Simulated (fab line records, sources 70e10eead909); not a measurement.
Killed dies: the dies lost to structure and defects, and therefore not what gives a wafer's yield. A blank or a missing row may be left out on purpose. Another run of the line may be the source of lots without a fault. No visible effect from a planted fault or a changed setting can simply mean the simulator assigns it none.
Chamber matching | flow nand harc | rie diel-08 running NHARC_A_STAIRCASE_TRIM_220: 4 sister chambers
The step chemistry O2, time 211.2 s. 8 wafers are shown with their chamber, then 9 later ones without.

WAFERS, EACH WITH ITS CHAMBER
wafer  | chamber | showerhead plenum p Torr (Torr) | drypump motor current A (A)
L076.2 | 0       | 3.35                            | 6.2
L076.5 | 0       | 3.35                            | 6.1
L079.6 | 2       | 3.63                            | 5.9
L081.2 | 3       | 3.62                            | 5.3
L081.5 | 1       | 3.44                            | 5.1
L088.1 | 2       | 3.62                            | 5.9
L088.4 | 3       | 3.62                            | 5.3
L088.5 | 1       | 3.43                            | 5.0

WAFERS WHOSE CHAMBER IS MISSING
wafer  | showerhead plenum p Torr (Torr) | drypump motor current A (A)
L086.1 | 3.61                            | 5.3
L086.2 | 3.62                            | 5.9
L086.6 | 3.43                            | 5.0
L095.3 | 3.33                            | 6.1
L095.4 | 3.61                            | 5.9
L095.5 | 3.33                            | 6.1
L097.3 | 3.60                            | 5.3
L097.4 | 3.42                            | 5.0
L097.6 | 3.61                            | 5.9

WHICH CHAMBER EACH WENT THROUGH
wafer  | from the rows above | in truth
L086.1 | 3                   | 3
L086.2 | 2                   | 2
L086.6 | 1                   | 1
L095.3 | 0                   | 0
L095.4 | 2                   | 2
L095.5 | 0                   | 0
L097.3 | 3                   | 3
L097.4 | 1                   | 1
L097.6 | 2                   | 2
9 of 9 placed correctly. Not placeable from these rows: 0. 0 placed wrongly.
How it was worked out, from the rows above alone: a wafer's distance from a chamber is the root of the sum, over the readings, of the square of ((its reading less the chamber's mean) divided by the reading's scatter). If the next closest chamber is less than 2 further off than the closest, the wafer can't be placed; otherwise it belongs to the closest. Each chamber's mean is taken over the wafers shown for it. How the scatter is found: for the shown wafers, subtract from each reading the mean of its chamber, square and add these, divide the total by (wafers less chambers), then take the root.
